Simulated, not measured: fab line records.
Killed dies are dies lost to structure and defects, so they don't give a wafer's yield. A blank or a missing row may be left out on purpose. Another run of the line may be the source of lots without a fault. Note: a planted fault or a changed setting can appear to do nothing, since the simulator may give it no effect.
Problem report, 8D (eight disciplines) form, completed by code | flow n5_finfet | the parts of the form that need people (team, actions taken, sign-off) are left out

== 1. THE ISSUE ==
barrier_field_endpoint_s at N5_BEOL_M14_CMP_49 reads a mean of 9.69 s on 2 wafers of 2 lots; wafers without a fault read 11.36 s with a standard deviation of 0.23. Relative to the usual mean, that is a shift of -7.3 standard deviations.
The step: polishes, stops on SiO2, t overpolish 5.2 s, target thk 560 nm.
First observed at day 15 01:30: wafer L433.5, on cmp-01. The record has a number at this step for 27 wafers belonging to 9 lots. The rule behind "out" and "out of limits": a value lying over 4 standard deviations away from the usual mean. The rest of the wafers with a number are treated as sound.

== 2. WHAT IT IS; WHAT IT IS NOT ==
question                    | is                       | is not
which readings at this step | barrier_field_endpoint_s | edge_zone_pressure_frac, motor_current_A
which lots                  | L432, L433               | L422, L423, L424, L429, L441, L443, L444
which wafers of those lots  | L432.6, L433.5           | L432.1, L432.2, L433.1, L433.4
read on which tools         | cmp-01, cmp-04           | cmp-03
when                        | from day 15 01:30        | up to then (14 sound wafers); but 11 sound wafers of L432, L441, L443, L444 came after

== 3. SUSPECTS, AND WHAT RULES EACH OUT ==
Counting: any tool at a process step up to the reading remains a suspect provided it ran every lot that is out. Sound lots after the first of them don't rule it out here, since some wafers of a struck lot are sound.
- rie_diel-05 at N5_BEOL_M14_ETCH_59 (etches BARC in N2/H2, target depth 89 nm, overetch 26.7 nm, time 67.9 s): kept. It ran every lot that is out, first L433 (day 14 22:09); its last sound lot up to then is L422 (day 12 00:54).
- rie_diel-05 at N5_BEOL_M14_VIA_ETCH_16 (etches SiO2 in C4F8/O2/Ar, target depth 1231.3 nm): kept. It ran every lot that is out, first L433 (day 14 22:12); its last sound lot up to then is L422 (day 12 00:57).
- pvd_sputter-02 at N5_BEOL_M14_SPUTTER_43 (material TaN, target thk 15 nm, time 24.19 s): kept. It ran every lot that is out, first L433 (day 15 00:06); its last sound lot up to then is L429 (day 14 08:23).
The count leaves rie_diel-05 at N5_BEOL_M14_ETCH_59, rie_diel-05 at N5_BEOL_M14_VIA_ETCH_16, and pvd_sputter-02 at N5_BEOL_M14_SPUTTER_43.

== 4. THE CAUSE (what the simulator had put in) ==
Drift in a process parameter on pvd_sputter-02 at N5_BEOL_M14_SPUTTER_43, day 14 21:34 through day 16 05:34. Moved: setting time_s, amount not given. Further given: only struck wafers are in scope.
3 suspects survive the count, and this tool is in that group.

== 5. SEQUENCE OF EFFECTS, ordered by route ==
Rows list readings where the struck wafers' mean (over those with a number) sits beyond 3 standard deviations from the usual. Only readings for which the record gives a usual standard deviation are gone through. hours: the time from each lot's start at the first step in this table that gives one to its start at this step, as a median over the lots. sigmas: the change in usual standard deviations.
hours | step               | reading                  | usual   | on struck wafers | change | sigmas
0     | N5_BEOL_M14_CMP_49 | barrier_field_endpoint_s | 11.36 s | 9.69             | -1.67  | -7.3
Its process steps:
- N5_BEOL_M14_CMP_49: polishes, stops on SiO2, t overpolish 5.2 s, target thk 560 nm.
Readings that are blank on the struck wafers while sound wafers have them: pad_life_wafers at N5_BEOL_M14_CMP_49.
At these later measuring or inspecting steps, every struck wafer for which the step has a row has a number for every such reading, and none has moved that far: N5_BEOL_M15_CD_MEAS_10.

== 6. WHAT WOULD HAVE CAUGHT IT SOONER ==
First out-of-limits reading in this record: day 15 01:30, which is 4 hours after fault onset at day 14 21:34.
An alarm limit of 4 standard deviations would not have fired on the tool readings at N5_BEOL_M14_SPUTTER_43 for which the record gives a usual standard deviation, since none of them was out on any struck wafer.
Of the lots that are out (2), L432 began N5_BEOL_M14_SPUTTER_43 on pvd_sputter-02 after day 15 01:30. Had the tool been put on hold then, it would have been spared.
